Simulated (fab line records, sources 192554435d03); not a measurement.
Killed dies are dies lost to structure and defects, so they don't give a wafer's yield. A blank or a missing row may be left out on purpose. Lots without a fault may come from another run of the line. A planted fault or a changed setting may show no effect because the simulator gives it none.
Which tool did it? | flow n5_finfet | 10 lots, 30 wafers sampled, at 4 steps of a route of 1938

WHAT THE GAUGES READ, wafer by wafer
N5_BEOL_M9_RS_MEAS_57: measures by four-point-probe.
lot  | measured     | on            | M9_RS (ohm/sq)
L128 | day 10 23:49 | film_metro-02 | 0.153 0.148 0.151
L127 | day 10 22:42 | film_metro-02 | 0.150 0.152 0.150
L131 | day 13 00:25 | film_metro-01 | 0.149 0.155 0.150
L132 | day 13 23:45 | film_metro-01 | 0.151 0.153 0.147
L138 | day 15 11:34 | film_metro-01 | 0.151 0.158 0.151
L137 | day 15 12:26 | film_metro-02 | 0.147 0.154 0.157
L144 | day 16 22:28 | film_metro-02 | 0.155 0.160 0.150
L141 | day 17 01:53 | film_metro-01 | 0.142 0.151 0.150
L146 | day 17 06:51 | film_metro-02 | 0.148 0.148 0.161
L149 | day 17 11:58 | film_metro-01 | 0.151 0.152 0.148

WHICH TOOL RAN EACH LOT (tool, then ch and the chambers of the sampled wafers, then the start)
lot  | N5_BEOL_M9_ETCH_66                 | N5_BEOL_M9_STRIP_36                | N5_BEOL_M9_ALD_74
L128 | rie_diel-04 ch 0,1,3, day 10 19:44 | rie_diel-04 ch 0,1,3, day 10 19:53 | ald_metal-03 ch 1,3, day 10 22:22
L127 | rie_diel-02 ch 0,3, day 10 19:53   | rie_diel-02 ch 0,3, day 10 20:03   | ald_metal-04 ch 0,2, day 10 21:16
L131 | rie_diel-04 ch 0,2,3, day 12 19:56 | rie_diel-04 ch 0,2,3, day 12 20:06 | ald_metal-04 ch 0,1,2, day 12 20:58
L132 | rie_diel-06 ch 0,1,2, day 13 18:04 | rie_diel-06 ch 0,1,2, day 13 18:13 | ald_metal-03 ch 0,1, day 13 22:00
L138 | rie_diel-04 ch 0,2,3, day 15 07:13 | rie_diel-04 ch 0,2,3, day 15 07:22 | ald_metal-03 ch 1,3, day 15 08:34
L137 | rie_diel-02 ch 0,1,3, day 15 08:07 | rie_diel-02 ch 0,1,3, day 15 08:17 | ald_metal-03 ch 1,2,3, day 15 10:50
L144 | rie_diel-04 ch 0,1,2, day 16 19:07 | rie_diel-04 ch 0,1,2, day 16 19:16 | ald_metal-04 ch 2,3, day 16 20:30
L141 | rie_diel-04 ch 0,1, day 16 20:40   | rie_diel-04 ch 0,1, day 16 20:50   | ald_metal-03 ch 0,2,3, day 16 23:57
L146 | rie_diel-02 ch 1,2,3, day 17 03:43 | rie_diel-02 ch 1,2,3, day 17 03:52 | ald_metal-02 ch 0,1, day 17 04:54
L149 | rie_diel-02 ch 0,2,3, day 17 08:30 | rie_diel-02 ch 0,2,3, day 17 08:40 | ald_metal-02 ch 0,2, day 17 10:17
- N5_BEOL_M9_ETCH_66: etches SOC in N2/H2, target depth 80 nm, overetch 16 nm, time 120 s.
- N5_BEOL_M9_STRIP_36: strips in N2/H2.
- N5_BEOL_M9_ALD_74: deposits TaN, target thk 2 nm, pulse time 2 s, purge time 3 s.

WHAT THE TOOLS THEMSELVES READ (means of the sampled wafers that have a number; where no wafer has one, the mark that the record gives instead)
N5_BEOL_M9_ETCH_66.
lot  | tool        | drypump_motor_current_A (A) | oes_product_au (a.u.) | rf_vpp_V (V) | showerhead_plenum_p_Torr (Torr) | throttle_valve_pct (%)
L128 | rie_diel-04 | 5.9                         | 0.58                  | 521.9        | 2.47                            | 17.93
L127 | rie_diel-02 | 5.6                         | 0.59                  | 523.9        | 2.53                            | 18.00
L131 | rie_diel-04 | 5.6                         | 0.58                  | 524.1        | 2.55                            | 17.94
L132 | rie_diel-06 | 5.2                         | 0.56                  | 522.5        | 2.50                            | 17.76
L138 | rie_diel-04 | 5.6                         | 0.64                  | 523.9        | 2.54                            | 17.81
L137 | rie_diel-02 | 5.7                         | 0.59                  | 523.2        | 2.50                            | 17.83
L144 | rie_diel-04 | 5.8                         | 0.61                  | 525.4        | 2.61                            | 17.85
L141 | rie_diel-04 | 6.0                         | 0.65                  | 523.2        | 2.56                            | 17.68
L146 | rie_diel-02 | 5.8                         | 0.68                  | 522.0        | 2.47                            | 17.63
L149 | rie_diel-02 | 5.5                         | 0.72                  | 523.3        | 2.52                            | 17.62

N5_BEOL_M9_STRIP_36.
lot  | tool        | drypump_motor_current_A (A) | oes_product_au (a.u.) | rf_vpp_V (V) | showerhead_plenum_p_Torr (Torr) | throttle_valve_pct (%)
L128 | rie_diel-04 | 5.9                         | 0.75                  | 58.5         | 2.46                            | 23.81
L127 | rie_diel-02 | 5.6                         | 0.78                  | 59.8         | 2.53                            | 23.88
L131 | rie_diel-04 | 5.6                         | 0.74                  | 58.8         | 2.54                            | 23.80
L132 | rie_diel-06 | 5.3                         | 0.74                  | 60.3         | 2.50                            | 23.54
L138 | rie_diel-04 | 5.6                         | 0.83                  | 58.7         | 2.54                            | 23.69
L137 | rie_diel-02 | 5.7                         | 0.77                  | 59.2         | 2.50                            | 23.69
L144 | rie_diel-04 | 5.8                         | 0.80                  | 59.9         | 2.60                            | 23.78
L141 | rie_diel-04 | 6.0                         | 0.85                  | 60.0         | 2.55                            | 23.60
L146 | rie_diel-02 | 5.8                         | 0.88                  | 58.4         | 2.46                            | 23.53
L149 | rie_diel-02 | 5.5                         | 0.95                  | 57.7         | 2.52                            | 23.54

N5_BEOL_M9_ALD_74.
lot  | tool         | heater_power_w (W) | precursor_vessel_carrier_sccm (sccm)
L128 | ald_metal-03 | 385                | 1001.3
L127 | ald_metal-04 | 458                | 999.1
L131 | ald_metal-04 | 414                | 997.9
L132 | ald_metal-03 | 389                | 996.5
L138 | ald_metal-03 | 385                | 997.3
L137 | ald_metal-03 | 381                | 1001.2
L144 | ald_metal-04 | 399                | 1002.8
L141 | ald_metal-03 | 375                | 1002.2
L146 | ald_metal-02 | 467                | 1001.3
L149 | ald_metal-02 | 441                | 1004.6

THE ANSWER, worked out from the rows above alone
Rule: what is usual is taken from the lots themselves. Put in order of their means at a reading, lots are off if they are a third of the lots or fewer, leave a main group of 4 or more, and stand apart from it by a gap of 3 or more times the standard deviation of the main group's means; of several such gaps the widest counts. A main group whose means are all the same, to the digits that the tables above print for the reading, isn't used. A lot without any number at a reading at which 4 lots or more have one is off too. The other lots that the step has rows for count as sound. The gauges are gone through in route order, then the tools' own readings, and for those a lot's mean is taken as printed above. The first step at which some lot is off is used, and at that step the reading that is off furthest; a lot without a number counts as furthest.
No lot is off at any reading shown: from this, nothing can be told.

WHAT THE SIMULATOR HAD PUT IN
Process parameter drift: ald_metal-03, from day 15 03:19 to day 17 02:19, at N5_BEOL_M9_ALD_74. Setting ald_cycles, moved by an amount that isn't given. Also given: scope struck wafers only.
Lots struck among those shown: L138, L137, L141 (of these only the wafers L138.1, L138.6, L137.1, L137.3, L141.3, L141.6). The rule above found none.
